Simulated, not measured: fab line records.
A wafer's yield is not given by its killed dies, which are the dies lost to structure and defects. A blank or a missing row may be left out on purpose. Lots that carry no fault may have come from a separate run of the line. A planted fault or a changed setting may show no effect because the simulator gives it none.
Matching of chambers -- flow nand_harc -- NHARC_P_CONTACT_ETCH_35 on rie_diel-02: 4 sister chambers
The step etches the open film in CF4, target depth 39 nm, time 65 s. 20 wafers are shown with their chamber, then 10 later ones without.

EACH WAFER AND ITS CHAMBER
wafer,chamber,drypump_motor_current_A (A),oes_product_au (a.u.),rf_vpp_V (V)
L076.2,2,5.8,0.992,150.9
L076.4,3,5.3,0.998,151.1
L076.5,0,6.4,1.004,151.8
L077.1,2,5.8,1.002,151.7
L077.2,1,5.8,1.003,152.1
L077.5,3,5.4,0.993,152.8
L079.3,3,5.3,0.992,151.2
L079.4,2,5.8,0.990,152.0
L079.5,1,5.9,0.998,151.4
L080.2,0,6.3,1.007,150.8
L080.3,2,5.8,0.998,151.9
L080.5,0,6.3,0.992,152.1
L083.1,3,5.3,0.978,152.2
L083.4,0,6.4,0.992,152.5
L083.6,0,6.3,0.990,150.7
L088.1,0,6.4,1.007,150.7
L088.4,2,5.8,0.983,150.6
L088.5,2,5.8,0.980,152.4
L090.1,2,5.7,0.987,151.2
L090.3,1,5.8,0.985,150.5

SIGNATURES (means of the wafers above)
reading,chamber 0,chamber 1,chamber 2,chamber 3,scatter within a chamber
drypump_motor_current_A,6.350,5.833,5.786,5.325,0.0486
oes_product_au,0.99867,0.99533,0.99029,0.99025,0.00827
rf_vpp_V,151.433,151.333,151.529,151.825,0.75
Rule: distance of a wafer from a chamber = root of the sum over the readings of ((wafer's reading minus chamber's mean) / reading's scatter) squared. The wafer belongs to the nearest chamber; if the next one is less than 2 further off, it can't be placed. How the scatter is found: for the shown wafers, subtract from each reading the mean of its chamber, square and add these, divide the total by (wafers less chambers), then take the root.

WAFERS WHOSE CHAMBER IS MISSING
wafer,drypump_motor_current_A (A),oes_product_au (a.u.),rf_vpp_V (V)
L090.4,5.4,0.999,151.8
L092.1,5.7,0.981,152.3
L092.2,6.3,1.000,151.3
L092.3,5.3,0.997,150.5
L093.2,5.8,0.988,151.6
L093.3,5.8,0.988,150.9
L093.5,5.8,0.983,150.7
L096.1,6.4,0.989,152.5
L096.5,5.8,0.983,152.6
L096.6,5.3,0.994,151.6

THE CHAMBER EACH PASSED THROUGH
wafer,from the rows above,in truth
L090.4,3,3
L092.1,can't be placed: 2 or 1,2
L092.2,0,0
L092.3,3,3
L093.2,can't be placed: 2 or 1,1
L093.3,can't be placed: 2 or 1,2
L093.5,can't be placed: 2 or 1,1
L096.1,0,0
L096.5,can't be placed: 2 or 1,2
L096.6,3,3
Correctly placed: 5 of 10. Unplaceable from these rows: 5, with the true chamber sitting among the candidates in 5. Wrongly placed: 0.
